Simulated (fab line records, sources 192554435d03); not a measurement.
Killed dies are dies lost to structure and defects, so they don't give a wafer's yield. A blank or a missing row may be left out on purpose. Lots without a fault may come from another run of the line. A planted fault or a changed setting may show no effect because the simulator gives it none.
Split-lot experiment | flow n5_finfet | 7 lots, 21 wafers read, on a route of 1938 steps

THE SPLIT
At N5_SD_ACTIVATION_LSA_01 (time 0.0008 s), the setting temp_c was moved away from the recipe's 1080 C on 7 of the 21 wafers read, by -2.1% to -1.2%. The other wafers ran this setting at the recipe's value.

The file shows no step between the split and the reading.

THE READING
RS_SD_N, in ohm/sq, at N5_SD_ACTIVATION_RS_MEAS_03 (measures by four-point-probe). Fault-free wafers of this fab line usually give 21.88 ohm/sq, standard deviation 0.29 ohm/sq.

wafer  | tool, chamber at the split | temp_c as run, C | against the recipe | RS_SD_N, ohm/sq | against lot-mates on the recipe
L078.1 | laser_anneal-02, 0         | 1080             | recipe             | 22.06           | -
L078.3 | laser_anneal-02, 0         | 1080             | recipe             | 22.08           | -
L078.5 | laser_anneal-02, 0         | 1080             | recipe             | 21.85           | -
L081.1 | laser_anneal-01, 0         | 1080             | recipe             | 21.53           | -
L081.2 | laser_anneal-01, 0         | 1067             | -1.2%              | 23.38           | +1.73
L081.5 | laser_anneal-01, 0         | 1080             | recipe             | 21.77           | -
L088.3 | laser_anneal-02, 0         | 1080             | recipe             | 21.59           | -
L088.5 | laser_anneal-02, 0         | 1080             | recipe             | 21.60           | -
L088.6 | laser_anneal-02, 0         | 1080             | recipe             | 21.65           | -
L093.3 | laser_anneal-01, 0         | 1057             | -2.1%              | 24.45           | +3.08
L093.5 | laser_anneal-01, 0         | 1057             | -2.1%              | 23.75           | +2.38
L093.6 | laser_anneal-01, 0         | 1080             | recipe             | 21.37           | -
L094.1 | laser_anneal-02, 0         | 1057             | -2.1%              | 24.14           | no lot-mate on the recipe
L094.2 | laser_anneal-02, 0         | 1057             | -2.1%              | 24.51           | no lot-mate on the recipe
L094.6 | laser_anneal-02, 0         | 1057             | -2.1%              | 24.53           | no lot-mate on the recipe
L096.1 | laser_anneal-02, 0         | 1066             | -1.3%              | 23.57           | +1.42
L096.2 | laser_anneal-02, 0         | 1080             | recipe             | 22.03           | -
L096.6 | laser_anneal-02, 0         | 1080             | recipe             | 22.26           | -
L097.1 | laser_anneal-01, 0         | 1080             | recipe             | 22.23           | -
L097.2 | laser_anneal-01, 0         | 1080             | recipe             | 21.92           | -
L097.5 | laser_anneal-01, 0         | 1080             | recipe             | 21.89           | -

THE FIT
A straight line over all 21 wafers: RS_SD_N changes by -1.16 ohm/sq for each +1% of temp_c; r = -0.97; the points scatter about the line by 0.28 ohm/sq.
The same after taking each lot's own level away (the mean of its wafers on the recipe; 18 wafers): -1.28 ohm/sq for each +1%; r = -0.98; scatter 0.18 ohm/sq.
On that fit, the largest move of temp_c shifts the reading by 2.7 ohm/sq.
The lots' own levels span 21.370 to 22.145 ohm/sq, that is 2.7 times the standard deviation above.
So the lot-to-lot level changes the slope little: the two slopes agree.
Check: with one of the wafers moved furthest among these (-2.1%) left out of the fit, the line predicts +2.5 ohm/sq for it against its lot-mates. It came out at +3.08 ohm/sq against them.
Tool readings at the split's step, against how far the setting was moved: wafer_temp_C_max r = +1.00.

OTHER SPLITS ON THESE WAFERS
These wafers also went through other splits before the reading. Each is held against what the fit with the lots' levels taken away leaves over:
other split on the same wafers        | wafers away from the commonest value | r with RS_SD_N (lot level and that fit taken away)
N5_SD_EPI_N_DEVELOP_08 develop_time_s | 8                                    | -0.19
N5_SD_EPI_P_EPI_21 epi_growth_time_s  | 8                                    | +0.14

THE WHOLE CHAIN: every reading that the file lists as answering this split, in the file's order
step                        | what it does                 | reading          | change (the file's fit)              | r (the file's)
N5_SD_ACTIVATION_LSA_01     | time 0.0008 s                | wafer_temp_C_max | withheld for each +1% of the setting | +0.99
N5_SD_ACTIVATION_RS_MEAS_03 | measures by four-point-probe | RS_SD_N          | -1.27 for each +1% of the setting    | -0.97

THE FILE'S OWN FIT
RS_SD_N changes by -1.27 ohm/sq for each +1% of temp_c, r = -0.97.
